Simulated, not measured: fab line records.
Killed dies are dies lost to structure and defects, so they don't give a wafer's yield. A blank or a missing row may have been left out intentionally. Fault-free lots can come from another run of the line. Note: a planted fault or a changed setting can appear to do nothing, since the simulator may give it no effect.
Which tool was responsible? | flow nand harc | Sampling: 6 lots, 18 wafers, 4 of 1302 route steps

WHAT THE GAUGES SHOWED, per wafer
NHARC_A_BONDPAD_THK_MEAS_20: measures by xrf.
lot  | measured     | on            | thk nm (nm)
L852 | day 23 18:53 | film metro-02 | 170.5 168.4 169.5
L853 | day 25 07:16 | film metro-02 | 167.3 171.6 168.4
L854 | day 26 08:11 | film metro-02 | 167.1 170.3 169.3
L858 | day 26 11:54 | film metro-02 | 168.7 169.1 170.8
L866 | day 30 01:26 | film metro-01 | 170.8 169.4 170.0
L871 | day 32 15:29 | film metro-02 | 30.7 28.7 28.7

WHAT TOOL EACH LOT RAN ON (gives the tool, then ch and the chambers of the sampled wafers, and finally the start)
lot  | NHARC_A_M0_DEP_32               | NHARC_A_M1_ETCH_15                            | NHARC_A_BONDPAD_ECD_18
L852 | pecvd-04 ch 1,2, day 23 10:38   | rie diel-05 ch 0,1,2, day 23 14:19 or earlier | ecd cu-01 ch 0,1, day 23 17:53
L853 | pecvd-02 ch 1,2, day 24 22:41   | rie diel-01 ch 0,3, day 25 02:34 or earlier   | ecd cu-01 ch 0,1, day 25 06:13
L854 | pecvd-04 ch 0,2, day 25 23:41   | rie diel-05 ch 1,2,3, day 26 03:34 or earlier | ecd cu-02 ch 0,1, day 26 07:09
L858 | pecvd-02 ch 0,1,2, day 26 03:16 | rie diel-05 ch 1,2, day 26 07:08 or earlier   | ecd cu-01 ch 1, day 26 10:51
L866 | pecvd-03 ch 0,1, day 29 16:59   | rie diel-01 ch 0,1,3, day 29 20:46 or earlier | ecd cu-02 ch 0,1, day 30 00:23
L871 | pecvd-02 ch 1,2, day 32 07:08   | rie diel-01 ch 0,2,3, day 32 10:51 or earlier | ecd cu-02 ch 0,1, day 32 14:29
- NHARC_A_M0_DEP_32: deposits SiCN, target thk 30 nm.
- NHARC_A_M1_ETCH_15: etches the open film in C4F8/Ar, target depth 182.5 nm, time 91.2 s.
- NHARC_A_BONDPAD_ECD_18: material Cu, target thk 400 nm.

THE ANSWER, worked out from the rows above alone
Rule: the usual values come from the lots themselves. The widest of any qualifying gaps counts: lots, ordered by their means at a reading, are off when they make up no more than a third of the lots, leave a main group of 4 or more, and stand apart from it by 3 or more times the standard deviation of that group's means. A main group is skipped when, at the precision printed for the reading in the tables above, its means are all equal. A lot without any number at a reading at which 4 lots or more have one is off too. Where the step has rows for the other lots, those lots are counted as sound.
Off: L871, at NHARC_A_BONDPAD_THK_MEAS_20 (thk nm). Mean 169.4 nm and standard deviation 0.4 in the main group.
If a tool, at a process step before that reading, ran all the lots that are off and no sound lot after the first of them, it fits. Gauges at NHARC_A_BONDPAD_THK_MEAS_20: tried the same way as those tools. With no start given for some of its lots, NHARC_A_M1_ETCH_15 uses the hours and lot order of NHARC_A_M1_THK_MEAS_24. Can't be told from this: 4 tools fit, pecvd-02 at NHARC_A_M0_DEP_32, rie diel-01 at NHARC_A_M1_ETCH_15, ecd cu-02 at NHARC_A_BONDPAD_ECD_18, film metro-02 at NHARC_A_BONDPAD_THK_MEAS_20.

WHAT WAS PUT IN BY THE SIMULATOR
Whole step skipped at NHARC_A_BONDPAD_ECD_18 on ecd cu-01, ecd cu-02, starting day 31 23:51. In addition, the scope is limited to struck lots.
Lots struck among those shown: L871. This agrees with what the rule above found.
